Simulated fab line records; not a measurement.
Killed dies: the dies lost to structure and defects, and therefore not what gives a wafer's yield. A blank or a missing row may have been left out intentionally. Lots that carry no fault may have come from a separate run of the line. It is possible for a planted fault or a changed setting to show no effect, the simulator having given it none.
fab line records	flow nandHarc
record lots=24	wafers=72	lastDay=33
route steps=1302 shown A_CONTACT@1057 A_M0@1149 A_M1@1181
lots that met no fault: taken from a fault-free run of the same line
startH: start of the lot's first displayed wafer, in hours after the record's first day	waitH: hours from the lot's prior step to this one	" as in the row above	L1.1+2: one row covering several wafers at once	- either no value or no given start	* or withheld: withheld	< > ~ a bound
route shown NAME@n: a module of which the file shows steps, and the number in the route of the first	usual: mean/standard deviation of fault-free wafers	same: alike in all rows	chamber/n: place in a boat	sites: readings site by site	_std_site: how widely they spread, as a standard deviation	_edge_site: mean of outer sites minus mean of inner sites	radiusMm: for every site, how far away it sits from the centre of the wafer	mask NAME#n: copy n	behind: the tool/chamber that last shaped the wafer	hold: why the lot was held/for how many hours/how that ended	device: which transistor (n, p or np) failed to switch	end of line: tests of these same wafers at the route's end	where a step has no rows: the recipe by itself	killed: the dies lost at the first sort to structure and to defects; this is not the yield of the wafer	map: a wafer's dies, x killed, . not, _ none there
set.NAME: setting as actually run; set.NAME@STEP: the setting as run at that earlier step	model.NAME: the simulator's own value behind a step, which no gauge read
route steps across a sampled set of lots; one table per step, one row per wafer
services: a tool's chamber out of use, with start hour (startH, from the record's first day; less than 0 if before it), hours out, and reason
## steps
# step NHARC_A_CONTACT_ETCH_91
# recipe targetDepthA=400	overEtchFrac=0.5	timeS=85.7	ionEnergyEv=120	ch3fFlowSccm=50	o2FlowSccm=30	arFlowSccm=200	rfW=500	biasW=100	chemistry=CH3F/O2
# usual drypumpMotorCurrentA=5.9/0.47	oesProductAu=0.94/0.032	rfVppV=244.5/1.6	showerheadPlenumPTorr=2.47/0.1	throttleValvePct=20.663/0.0082
lot.wafer	tool	chamber	startH	waitH	drypumpMotorCurrentA	oesProductAu	rfHoursCounterH	rfVppV	showerheadPlenumPTorr	throttleValvePct
L075.3	rieDiel-10	1	503.38	0.5	6.2	0.92	13	241.0	2.28	20.667
L075.4	"	2	"	"	5.8	0.92	-	246.3	2.49	20.670
L075.5	"	0	"	"	5.7	0.93	-	246.9	2.58	20.662
L074.4	rieDiel-05	0	520.66	0.6	6.1	0.93	32	245.1	2.44	20.658
L074.3	"	2	"	"	6.3	0.92	30	244.7	2.41	20.662
L074.6	"	0	"	"	6.1	0.93	-	243.8	2.44	20.660
L077.4	rieDiel-10	0	530.41	0.6	5.7	0.93	17	246.5	2.57	20.669
L077.1	"	2	"	"	5.8	0.93	19	245.0	2.49	20.671
L077.6	"	3	"	"	6.4	0.93	-	244.7	2.47	20.675
L078.1	rieDiel-10	3	537.45	0.7	6.4	0.92	17	246.9	2.47	20.655
L078.5	"	2	"	"	5.8	0.92	-	244.4	2.49	20.661
L078.6	"	3	"	"	6.4	0.92	-	244.6	2.47	20.661
L079.2	rieDiel-10	3	538.28	0.8	6.4	0.92	17	243.4	2.47	20.668
L079.1	"	0	"	"	5.7	0.92	18	244.3	2.57	20.658
L079.6	"	0	"	"	5.7	0.93	-	246.2	2.57	20.650
L076.4	rieDiel-10	3	540.94	0.5	6.4	0.93	17	244.2	2.47	20.661
L076.1	"	0	"	"	5.7	0.94	18	248.5	2.57	20.665
L076.2	"	1	"	"	6.2	0.92	22	242.1	2.28	20.658
L080.4	rieDiel-05	3	559.34	0.6	4.9	1.00	46	243.4	2.34	20.664
L080.1	"	1	"	"	4.8	1.00	50	244.8	2.50	20.660
L080.5	"	0	"	"	6.1	1.01	-	244.5	2.43	20.673
L082.1	rieDiel-10	2	589.56	0.7	5.8	0.92	28	244.8	2.49	20.666
L082.2	"	0	"	"	5.7	0.93	26	246.9	2.57	20.660
L082.4	"	2	"	"	5.8	0.92	-	244.3	2.49	20.655
L081.2	rieDiel-05	0	593.23	0.7	6.1	1.01	0	243.3	2.43	20.672
L081.3	"	1	"	"	4.8	1.01	0	244.8	2.49	20.655
L081.6	"	2	"	"	6.2	1.00	-	243.9	2.40	20.661
L083.3	rieDiel-05	1	602.51	0.7	4.8	1.00	3	244.7	2.49	20.669
L083.6	"	1	"	"	4.8	1.00	-	246.1	2.49	20.667
L083.5	"	2	"	"	6.2	1.00	-	243.6	2.39	20.662
L084.6	rieDiel-05	2	621.10	0.4	6.3	0.92	-	244.0	2.39	20.679
L084.4	"	3	"	"	4.9	0.93	-	243.6	2.33	20.667
L084.5	"	1	"	"	4.8	0.92	-	246.6	2.49	20.661
L086.3	rieDiel-10	0	621.81	0.5	5.7	1.01	2	245.7	2.57	20.663
L086.5	"	3	"	"	6.4	1.01	-	243.5	2.46	20.682
L086.6	"	0	"	"	5.7	1.00	-	246.0	2.57	20.676
L085.3	rieDiel-10	1	633.37	0.5	6.2	0.93	4	245.7	2.66	20.660
L085.1	"	2	"	"	5.8	0.92	5	244.1	2.48	20.652
L085.5	"	0	"	"	5.7	0.93	-	246.5	2.57	20.666
L087.1	rieDiel-10	3	635.70	0.7	6.4	0.92	6	244.3	2.46	20.676
L087.2	"	0	"	"	5.8	0.93	5	245.4	2.57	20.658
L087.5	"	0	"	"	5.7	0.91	-	245.4	2.57	20.667
L088.4	rieDiel-10	2	640.70	0.6	5.8	0.92	8	245.4	2.48	20.660
L088.3	"	3	"	"	6.4	0.93	8	243.7	2.46	20.657
L088.6	"	0	"	"	5.7	0.93	-	246.3	2.57	20.665
L089.3	rieDiel-04	2	641.79	0.6	5.1	0.93	35	242.0	2.30	20.675
L089.1	"	1	"	"	5.8	0.93	36	244.2	2.38	20.660
L089.6	"	3	"	"	6.2	0.93	-	243.0	2.46	20.661
L091.3	rieDiel-04	2	679.29	0.5	5.2	0.93	46	242.7	2.30	20.665
L091.5	"	0	"	"	5.6	0.93	-	242.9	2.33	20.659
L091.6	"	1	"	"	5.9	0.91	-	243.0	2.38	20.658
L090.3	rieDiel-10	3	682.77	0.5	6.4	0.92	13	245.2	2.46	20.662
L090.4	"	0	"	"	5.7	0.93	13	245.4	2.57	20.663
L090.5	"	0	"	"	5.7	0.93	-	246.6	2.57	20.669
L092.1	rieDiel-04	2	686.12	0.7	5.2	1.00	47	241.9	2.30	20.675
L092.3	"	3	"	"	6.2	1.01	47	243.3	2.46	20.672
L092.6	"	3	"	"	6.2	1.00	-	244.5	2.46	20.666
L093.1	rieDiel-10	2	702.32	0.9	5.8	0.93	16	243.8	2.48	20.654
L093.2	"	1	"	"	6.1	0.92	15	247.3	2.65	20.665
L093.6	"	3	"	"	6.4	0.92	-	243.4	2.46	20.664
L095.3	rieDiel-10	3	709.86	0.5	6.4	0.92	18	243.3	2.46	20.655
L095.2	"	0	"	"	5.7	0.94	18	245.5	2.56	20.668
L095.4	"	1	"	"	6.2	0.91	17	246.2	2.65	20.667
L094.2	rieDiel-10	3	710.33	0.7	6.4	0.91	18	242.9	2.46	20.659
L094.3	"	0	"	"	5.7	0.93	18	245.2	2.56	20.670
L094.6	"	3	"	"	6.4	0.92	-	243.4	2.46	20.651
L096.3	rieDiel-10	3	721.73	0.6	6.4	0.93	20	244.9	2.46	20.665
L096.1	"	0	"	"	5.7	0.93	21	246.2	2.56	20.667
L096.2	"	1	"	"	6.2	0.93	20	246.0	2.65	20.664
L097.1	rieDiel-10	1	739.61	0.7	6.2	0.94	23	247.1	2.65	20.652
L097.5	"	2	"	"	5.8	0.94	-	244.9	2.48	20.646
L097.6	"	3	"	"	6.4	0.94	-	245.0	2.46	20.681
# step NHARC_A_CONTACT_ETCH_136
# recipe sourceW=withheld	pressureMtorr=20	biasV=1200	timeS=311	targetDepthA=19120	arFlowSccm=withheld	c4f8FlowSccm=withheld	o2FlowSccm=withheld	chemistry=C4F8/O2/Ar
# usual oesAirLineAu=1.001/0.02
lot.wafer	tool	chamber	startH	waitH	oesAirLineAu	rfHoursCounterH
L075.4	harCapEtch-02	0	509.98	0.2	0.993	-
L075.3	"	1	"	"	0.973	-
L075.5	"	0	"	"	1.018	-
L074.4	harCapEtch-01	0	526.15	0.2	0.999	-
L074.3	"	1	"	"	0.996	-
L074.6	"	0	"	"	1.007	-
L077.1	harCapEtch-02	1	536.58	0.2	0.974	95
L077.4	"	0	"	"	1.026	-
L077.6	"	0	"	"	0.989	-
L078.1	harCapEtch-02	0	542.99	0.2	0.997	97
L078.6	"	0	"	"	0.984	-
L078.5	"	1	"	"	1.027	-
L079.1	harCapEtch-03	0	543.62	0.2	0.984	51
L079.2	"	1	"	"	0.979	51
L079.6	"	1	"	"	1.008	-
L076.1	harCapEtch-02	0	547.97	0.2	1.007	98
L076.2	"	1	"	"	1.008	98
L076.4	"	1	"	"	0.965	-
L080.1	harCapEtch-02	1	564.73	0.2	1.000	99
L080.4	"	0	"	"	0.978	-
L080.5	"	1	"	"	1.025	-
L082.2	harCapEtch-02	1	595.08	0.2	0.991	103
L082.1	"	0	"	"	0.966	103
L082.4	"	1	"	"	1.000	-
L081.2	harCapEtch-01	1	598.95	0.2	0.997	14
L081.3	"	1	"	"	1.018	-
L081.6	"	0	"	"	1.020	-
L083.3	harCapEtch-03	1	608.05	0.2	1.008	-
L083.5	"	1	"	"	1.008	-
L083.6	"	0	"	"	1.024	-
L084.4	harCapEtch-01	1	633.71	0.2	0.995	-
L084.6	"	0	"	"	0.988	-
L084.5	"	1	"	"	1.012	-
L086.3	harCapEtch-02	1	635.05	0.2	1.011	-
L086.6	"	0	"	"	0.997	-
L086.5	"	1	"	"	0.988	-
L085.1	harCapEtch-03	1	639.10	0.2	1.001	67
L085.3	"	1	"	"	0.968	-
L085.5	"	1	"	"	0.996	-
L087.2	harCapEtch-03	1	641.09	0.2	1.008	69
L087.1	"	0	"	"	1.021	69
L087.5	"	1	"	"	1.051	-
L088.3	harCapEtch-01	1	646.50	0.2	0.994	-
L088.4	"	0	"	"	1.012	-
L088.6	"	0	"	"	0.997	-
L089.1	harCapEtch-02	1	648.19	0.2	0.993	115
L089.3	"	0	"	"	1.014	-
L089.6	"	0	"	"	1.013	-
L091.3	harCapEtch-03	0	687.00	0.2	0.992	-
L091.6	"	0	"	"	1.022	-
L091.5	"	1	"	"	1.011	-
L090.3	harCapEtch-02	0	691.02	0.3	0.970	-
L090.4	"	1	"	"	0.998	-
L090.5	"	1	"	"	1.019	-
L092.1	harCapEtch-03	0	693.34	0.2	1.016	75
L092.3	"	0	"	"	0.999	-
L092.6	"	0	"	"	1.039	-
L093.1	harCapEtch-03	1	709.48	0.3	0.998	78
L093.2	"	0	"	"	1.027	78
L093.6	"	0	"	"	1.005	-
L095.2	harCapEtch-02	1	715.34	0.2	1.022	126
L095.4	"	1	"	"	1.037	-
L095.3	"	0	"	"	1.031	-
L094.2	harCapEtch-03	0	716.93	0.2	1.024	80
L094.3	"	1	"	"	0.986	-
L094.6	"	1	"	"	1.040	-
L096.1	harCapEtch-03	1	727.82	0.2	1.023	81
L096.2	"	0	"	"	1.000	81
L096.3	"	0	"	"	1.010	-
L097.1	harCapEtch-02	1	746.87	0.2	1.027	129
L097.5	"	1	"	"	0.993	-
L097.6	"	0	"	"	1.032	-
# step NHARC_A_M0_INSPECT_11
# usual rawDefectCount=92/40
lot.wafer	tool	chamber	startH	waitH	rawDefectCount
L075.3	defectInspect-02	-	518.69	0.0	70
L075.4	"	-	"	"	67
L075.5	"	-	"	"	69
L074.3	defectInspect-02	-	534.66	0.0	102
L074.4	"	-	"	"	106
L074.6	"	-	"	"	98
L077.1	defectInspect-01	-	545.29	0.0	86
L077.4	"	-	"	"	60
L077.6	"	-	"	"	63
L078.1	defectInspect-01	-	551.81	0.0	61
L078.5	"	-	"	"	66
L078.6	"	-	"	"	76
L079.1	defectInspect-02	-	552.37	0.0	168
L079.2	"	-	"	"	176
L079.6	"	-	"	"	178
L076.1	defectInspect-02	-	557.13	0.0	106
L076.2	"	-	"	"	110
L076.4	"	-	"	"	116
L080.1	defectInspect-01	-	573.27	0.0	29
L080.4	"	-	"	"	30
L080.5	"	-	"	"	31
L082.1	defectInspect-02	-	603.97	0.0	157
L082.2	"	-	"	"	171
L082.4	"	-	"	"	156
L081.2	defectInspect-01	-	607.71	0.0	33
L081.3	"	-	"	"	44
L081.6	"	-	"	"	37
L083.3	defectInspect-02	-	616.66	0.0	76
L083.5	"	-	"	"	84
L083.6	"	-	"	"	89
L084.4	defectInspect-02	-	642.30	0.0	111
L084.5	"	-	"	"	93
L084.6	"	-	"	"	98
L086.3	defectInspect-01	-	644.78	0.0	46
L086.5	"	-	"	"	44
L086.6	"	-	"	"	49
L085.1	defectInspect-02	-	647.94	0.0	62
L085.3	"	-	"	"	76
L085.5	"	-	"	"	63
L087.1	defectInspect-02	-	649.82	0.0	68
L087.2	"	-	"	"	63
L087.5	"	-	"	"	58
L088.3	defectInspect-01	-	655.34	0.0	56
L088.4	"	-	"	"	66
L088.6	"	-	"	"	52
L089.1	defectInspect-01	-	657.09	0.0	105
L089.3	"	-	"	"	90
L089.6	"	-	"	"	102
L091.3	defectInspect-02	-	695.48	0.0	97
L091.5	"	-	"	"	122
L091.6	"	-	"	"	119
L090.3	defectInspect-01	-	700.01	0.0	97
L090.4	"	-	"	"	90
L090.5	"	-	"	"	116
L092.1	defectInspect-01	-	702.07	0.0	55
L092.3	"	-	"	"	45
L092.6	"	-	"	"	42
L093.1	defectInspect-02	-	718.41	0.0	146
L093.2	"	-	"	"	102
L093.6	"	-	"	"	131
L095.2	defectInspect-02	-	724.44	0.0	141
L095.3	"	-	"	"	148
L095.4	"	-	"	"	146
L094.2	defectInspect-02	-	725.59	0.0	79
L094.3	"	-	"	"	80
L094.6	"	-	"	"	92
L096.1	defectInspect-01	-	736.83	0.0	96
L096.2	"	-	"	"	101
L096.3	"	-	"	"	123
L097.1	defectInspect-01	-	755.50	0.0	143
L097.5	"	-	"	"	129
L097.6	"	-	"	"	155
# step NHARC_A_M0_CD_MEAS_16
# usual cdNm=79.8/0.65
lot.wafer	tool	chamber	startH	waitH	cdNm
L075.3	cdSem-01	-	519.05	-	79.3
L075.4	"	-	"	"	80.2
L075.5	"	-	"	"	80.0
L074.3	cdSem-03	-	535.02	-	79.4
L074.4	"	-	"	"	80.1
L074.6	"	-	"	"	80.4
L077.1	cdSem-03	-	545.65	-	80.7
L077.4	"	-	"	"	80.6
L077.6	"	-	"	"	81.1
L078.1	cdSem-01	-	552.64	-	79.8
L078.5	"	-	"	"	79.7
L078.6	"	-	"	"	79.3
L079.1	cdSem-03	-	552.73	-	80.2
L079.2	"	-	"	"	79.7
L079.6	"	-	"	"	79.4
L076.1	cdSem-02	-	557.49	-	80.6
L076.2	"	-	"	"	80.0
L076.4	"	-	"	"	80.8
L080.1	cdSem-03	-	573.76	0.2	80.0
L080.4	"	-	"	"	79.9
L080.5	"	-	"	"	80.0
L082.1	cdSem-03	-	604.33	-	80.0
L082.2	"	-	"	"	78.5
L082.4	"	-	"	"	79.8
L081.2	cdSem-02	-	608.07	-	79.5
L081.3	"	-	"	"	79.7
L081.6	"	-	"	"	79.0
L083.3	cdSem-01	-	617.02	-	79.0
L083.5	"	-	"	"	79.7
L083.6	"	-	"	"	79.3
L084.4	cdSem-02	-	642.66	-	80.0
L084.5	"	-	"	"	80.3
L084.6	"	-	"	"	80.3
L086.3	cdSem-03	-	645.15	-	80.5
L086.5	"	-	"	"	79.8
L086.6	"	-	"	"	79.8
L085.1	cdSem-01	-	648.30	-	80.6
L085.3	"	-	"	"	80.9
L085.5	"	-	"	"	80.2
L087.1	cdSem-02	-	650.18	-	79.3
L087.2	"	-	"	"	78.9
L087.5	"	-	"	"	78.6
L088.3	cdSem-02	-	656.17	-	81.4
L088.4	"	-	"	"	81.2
L088.6	"	-	"	"	81.4
L089.1	cdSem-02	-	657.45	-	79.5
L089.3	"	-	"	"	78.4
L089.6	"	-	"	"	79.3
L091.3	cdSem-03	-	695.84	-	80.9
L091.5	"	-	"	"	80.0
L091.6	"	-	"	"	79.9
L090.3	cdSem-02	-	700.38	-	79.9
L090.4	"	-	"	"	79.9
L090.5	"	-	"	"	79.8
L092.1	cdSem-03	-	702.42	-	79.9
L092.3	"	-	"	"	79.5
L092.6	"	-	"	"	79.1
L093.1	cdSem-02	-	718.77	-	79.5
L093.2	"	-	"	"	79.3
L093.6	"	-	"	"	80.0
L095.2	cdSem-02	-	724.80	-	80.1
L095.3	"	-	"	"	80.0
L095.4	"	-	"	"	79.6
L094.2	cdSem-01	-	725.95	-	80.1
L094.3	"	-	"	"	80.4
L094.6	"	-	"	"	79.9
L096.1	cdSem-01	-	737.19	-	80.3
L096.2	"	-	"	"	80.4
L096.3	"	-	"	"	79.3
L097.1	cdSem-01	-	755.86	-	80.1
L097.5	"	-	"	"	78.9
L097.6	"	-	"	"	79.8
# step NHARC_A_M0_PRE_CLEAN_29
# recipe timeS=30	tempC=280	gas=H2/He
# usual heaterPowerW=431/33
lot.wafer	tool	chamber	startH	waitH	heaterPowerW
L075.3	pvdSputter-03	-	-	-	417
L075.4	"	-	"	"	402
L075.5	"	-	"	"	445
L074.4	pvdSputter-01	-	-	-	509
L074.3	"	-	"	"	479
L074.6	"	-	"	"	436
L077.1	pvdSputter-03	-	-	-	416
L077.4	"	-	"	"	416
L077.6	"	-	"	"	406
L078.1	pvdSputter-03	-	-	-	417
L078.6	"	-	"	"	396
L078.5	"	-	"	"	403
L079.1	pvdSputter-02	-	-	-	415
L079.2	"	-	"	"	368
L079.6	"	-	"	"	441
L076.1	pvdSputter-01	-	-	-	473
L076.2	"	-	"	"	439
L076.4	"	-	"	"	409
L080.4	pvdSputter-03	-	-	-	443
L080.1	"	-	"	"	406
L080.5	"	-	"	"	430
L082.2	pvdSputter-03	-	-	-	413
L082.1	"	-	"	"	427
L082.4	"	-	"	"	448
L081.3	pvdSputter-02	-	-	-	371
L081.2	"	-	"	"	435
L081.6	"	-	"	"	420
L083.3	pvdSputter-02	-	-	-	442
L083.5	"	-	"	"	430
L083.6	"	-	"	"	369
L084.4	pvdSputter-03	-	-	-	441
L084.5	"	-	"	"	430
L084.6	"	-	"	"	448
L086.3	pvdSputter-03	-	-	-	414
L086.5	"	-	"	"	412
L086.6	"	-	"	"	450
L085.3	pvdSputter-03	-	-	-	413
L085.1	"	-	"	"	424
L085.5	"	-	"	"	410
L087.2	pvdSputter-03	-	-	-	442
L087.1	"	-	"	"	428
L087.5	"	-	"	"	411
L088.3	pvdSputter-03	-	-	-	445
L088.4	"	-	"	"	424
L088.6	"	-	"	"	405
L089.1	pvdSputter-03	-	-	-	398
L089.3	"	-	"	"	407
L089.6	"	-	"	"	405
L091.3	pvdSputter-02	-	-	-	421
L091.6	"	-	"	"	381
L091.5	"	-	"	"	412
L090.3	pvdSputter-02	-	-	-	459
L090.4	"	-	"	"	365
L090.5	"	-	"	"	376
L092.1	pvdSputter-01	-	-	-	481
L092.3	"	-	"	"	462
L092.6	"	-	"	"	466
L093.1	pvdSputter-02	-	-	-	367
L093.2	"	-	"	"	422
L093.6	"	-	"	"	452
L095.3	pvdSputter-02	-	-	-	420
L095.4	"	-	"	"	452
L095.2	"	-	"	"	391
L094.2	pvdSputter-01	-	-	-	507
L094.3	"	-	"	"	468
L094.6	"	-	"	"	474
L096.1	pvdSputter-01	-	-	-	462
L096.2	"	-	"	"	424
L096.3	"	-	"	"	464
L097.1	pvdSputter-01	-	-	-	500
L097.6	"	-	"	"	466
L097.5	"	-	"	"	423
# step NHARC_A_M1_INSPECT_11
# usual rawDefectCount=93/40
lot.wafer	tool	chamber	startH	waitH	rawDefectCount
L075.3	defectInspect-02	-	522.78	0.0	71
L075.4	"	-	"	"	67
L075.5	"	-	"	"	68
L074.3	defectInspect-02	-	538.70	0.0	102
L074.4	"	-	"	"	112
L074.6	"	-	"	"	101
L077.1	defectInspect-02	-	549.77	0.0	83
L077.4	"	-	"	"	61
L077.6	"	-	"	"	67
L078.1	defectInspect-01	-	556.71	0.0	63
L078.5	"	-	"	"	69
L078.6	"	-	"	"	72
L079.1	defectInspect-02	-	556.86	0.0	173
L079.2	"	-	"	"	179
L079.6	"	-	"	"	170
L076.1	defectInspect-01	-	561.16	0.0	105
L076.2	"	-	"	"	107
L076.4	"	-	"	"	119
L080.1	defectInspect-02	-	577.90	0.0	28
L080.4	"	-	"	"	33
L080.5	"	-	"	"	31
L082.1	defectInspect-01	-	607.99	0.0	168
L082.2	"	-	"	"	171
L082.4	"	-	"	"	156
L081.2	defectInspect-01	-	611.74	0.0	32
L081.3	"	-	"	"	45
L081.6	"	-	"	"	37
L083.3	defectInspect-01	-	620.71	0.0	77
L083.5	"	-	"	"	83
L083.6	"	-	"	"	95
L084.4	defectInspect-01	-	646.41	0.0	110
L084.5	"	-	"	"	95
L084.6	"	-	"	"	98
L086.3	defectInspect-02	-	649.17	0.0	42
L086.5	"	-	"	"	43
L086.6	"	-	"	"	43
L085.1	defectInspect-01	-	652.00	0.0	62
L085.3	"	-	"	"	78
L085.5	"	-	"	"	65
L087.1	defectInspect-02	-	653.78	0.0	67
L087.2	"	-	"	"	65
L087.5	"	-	"	"	62
L088.3	defectInspect-01	-	659.90	0.0	61
L088.4	"	-	"	"	70
L088.6	"	-	"	"	56
L089.1	defectInspect-02	-	661.16	0.0	108
L089.3	"	-	"	"	94
L089.6	"	-	"	"	100
L091.3	defectInspect-02	-	699.57	0.0	89
L091.5	"	-	"	"	129
L091.6	"	-	"	"	122
L090.3	defectInspect-01	-	704.05	0.0	99
L090.4	"	-	"	"	91
L090.5	"	-	"	"	122
L092.1	defectInspect-02	-	706.01	0.0	49
L092.3	"	-	"	"	42
L092.6	"	-	"	"	46
L093.1	defectInspect-01	-	722.53	0.0	143
L093.2	"	-	"	"	102
L093.6	"	-	"	"	125
L095.2	defectInspect-02	-	728.49	0.0	145
L095.3	"	-	"	"	146
L095.4	"	-	"	"	149
L094.2	defectInspect-01	-	729.61	0.0	86
L094.3	"	-	"	"	78
L094.6	"	-	"	"	94
L096.1	defectInspect-01	-	740.79	0.0	96
L096.2	"	-	"	"	99
L096.3	"	-	"	"	123
L097.1	defectInspect-01	-	759.47	0.0	150
L097.5	"	-	"	"	137
L097.6	"	-	"	"	153
## services
tool	chamber	startH	hours	kind
rieDiel-10	2	491.88	3.8	repair
rieDiel-10	0	493.47	8.1	repair
harCapEtch-01	-	497.45	17.0	pm
rieDiel-10	3	502.36	6.0	repair
pvdSputter-03	-	526.05	10.0	pm
pvdSputter-01	-	582.00	10.0	pm
rieDiel-05	-	583.79	9.0	pm
rieDiel-10	3	587.41	6.6	repair
rieDiel-10	-	596.68	9.0	pm
rieDiel-05	0	610.12	17.1	repair
pvdSputter-01	-	615.47	4.1	repair
pvdSputter-03	-	615.99	1.2	repair
pvdSputter-02	-	638.00	10.0	pm
rieDiel-05	1	645.84	2.8	repair
rieDiel-10	3	648.01	3.5	repair
rieDiel-05	-	651.99	2.0	repair
rieDiel-10	-	661.80	0.6	repair
pvdSputter-03	-	670.10	2.4	repair
pvdSputter-01	-	681.56	3.2	repair
pvdSputter-03	-	704.05	10.0	pm
pvdSputter-01	-	706.84	2.3	repair
pvdSputter-03	-	724.80	2.7	repair
pvdSputter-01	-	730.99	5.3	repair
harCapEtch-02	-	754.00	17.0	pm
## key
fault none
